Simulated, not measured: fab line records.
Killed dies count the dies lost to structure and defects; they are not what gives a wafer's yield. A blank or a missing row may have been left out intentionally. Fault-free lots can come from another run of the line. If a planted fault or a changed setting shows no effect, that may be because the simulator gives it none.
Chamber matching    flow n5Finfet    pecvd-01 running N5_BEOL_M11_PECVD_70: 3 sister chambers
The step deposits SiO2 from TEOS/O2, target thk 20 nm, time 22.7 s. 14 wafers are shown with their chamber, then 7 later ones without.

== EACH WAFER AND ITS CHAMBER ==
wafer   chamber  throttleValvePct (%)  showerheadPlenumPTorr (Torr)  heaterPowerW (W)
L131.2  2        22.3                  8.80                          752
L131.3  0        23.8                  8.72                          661
L131.5  0        23.9                  8.73                          671
L132.2  2        22.3                  8.79                          759
L132.3  0        23.5                  8.75                          697
L132.4  0        23.5                  8.74                          686
L141.2  0        23.6                  8.73                          698
L141.3  0        23.8                  8.73                          698
L141.6  0        23.5                  8.71                          718
L143.3  0        23.8                  8.74                          763
L143.5  1        21.8                  8.79                          696
L143.6  2        22.5                  8.78                          706
L145.1  1        21.8                  8.76                          686
L145.4  0        23.5                  8.76                          799

SIGNATURES (means of the wafers above)
reading                chamber 0  chamber 1  chamber 2  scatter within a chamber
throttleValvePct       23.656     21.800     22.367     0.15
showerheadPlenumPTorr  8.7344     8.7750     8.7900     0.015
heaterPowerW           710.11     691.00     739.00     39.8
Rule: for each reading, subtract the chamber's mean from the wafer's reading, divide by that reading's scatter and square the result; add these up over the readings and take the root, which gives the wafer's distance from the chamber. The wafer belongs to the nearest chamber; if the next one is less than 2 further off, it can't be placed. The scatter: the root of (the sum of the squares of (reading less its chamber's mean) over the shown wafers, divided by (wafers less chambers)).

== WAFERS WITHOUT THEIR CHAMBER ==
wafer   throttleValvePct (%)  showerheadPlenumPTorr (Torr)  heaterPowerW (W)
L145.5  22.7                  8.80                          659
L149.1  22.7                  8.79                          723
L149.2  22.1                  8.76                          814
L149.5  21.8                  8.76                          810
L150.1  21.8                  8.75                          812
L150.2  22.8                  8.78                          709
L150.5  21.9                  8.76                          800

== EACH ONE'S CHAMBER ==
wafer   from the rows above      in truth
L145.5  2                        2
L149.1  2                        2
L149.2  can't be placed: 2 or 1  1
L149.5  can't be placed: 1 or 2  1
L150.1  can't be placed: 1 or 2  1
L150.2  2                        2
L150.5  can't be placed: 1 or 2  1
Correct placement for 3 of the 7. These rows do not allow placing 4 (true chamber among the candidates in 4). 0 placed wrongly.
